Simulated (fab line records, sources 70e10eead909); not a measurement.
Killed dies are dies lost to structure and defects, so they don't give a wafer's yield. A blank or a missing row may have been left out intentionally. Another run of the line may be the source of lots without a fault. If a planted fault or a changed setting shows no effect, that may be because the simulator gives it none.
Chamber matching	flow nand-harc	rie-diel-06 running NHARC_A_CONTACT_ETCH_91: 4 sister chambers
The step etches the open film in CH3F/O2, target depth 40 nm, time 85.7 s. 4 wafers are shown with their chamber, then 9 later ones without.

== EACH WAFER AND ITS CHAMBER ==
wafer	chamber	showerhead-plenum-p-Torr (Torr)
L088.6	0	2.33
L091.3	2	2.59
L091.4	1	2.42
L091.6	3	2.35

== WAFERS MISSING THEIR CHAMBER ==
wafer	showerhead-plenum-p-Torr (Torr)
L093.1	2.59
L093.2	2.35
L093.3	2.42
L092.1	2.35
L092.2	2.33
L092.3	2.42
L096.1	2.58
L096.2	2.41
L096.6	2.58

== THE CHAMBER EACH PASSED THROUGH ==
wafer	from the rows above	in truth
L093.1	2	2
L093.2	3	3
L093.3	1	1
L092.1	3	3
L092.2	0	0
L092.3	1	1
L096.1	2	2
L096.2	1	1
L096.6	2	2
Correct placement for 9 of the 9. From these rows, 0 cannot be placed. Wrongly placed: 0.
How it was worked out, from the rows above alone: a wafer's distance from a chamber is the root of the sum, over the readings, of the square of ((its reading less the chamber's mean) divided by the reading's scatter). The wafer belongs to the nearest chamber; if the next one is less than 2 further off, it can't be placed. The mean given for a chamber averages the wafers shown for that chamber. The scatter: root of mean squared gap, hidden wafer to nearest shown wafer, with one shown wafer a chamber.
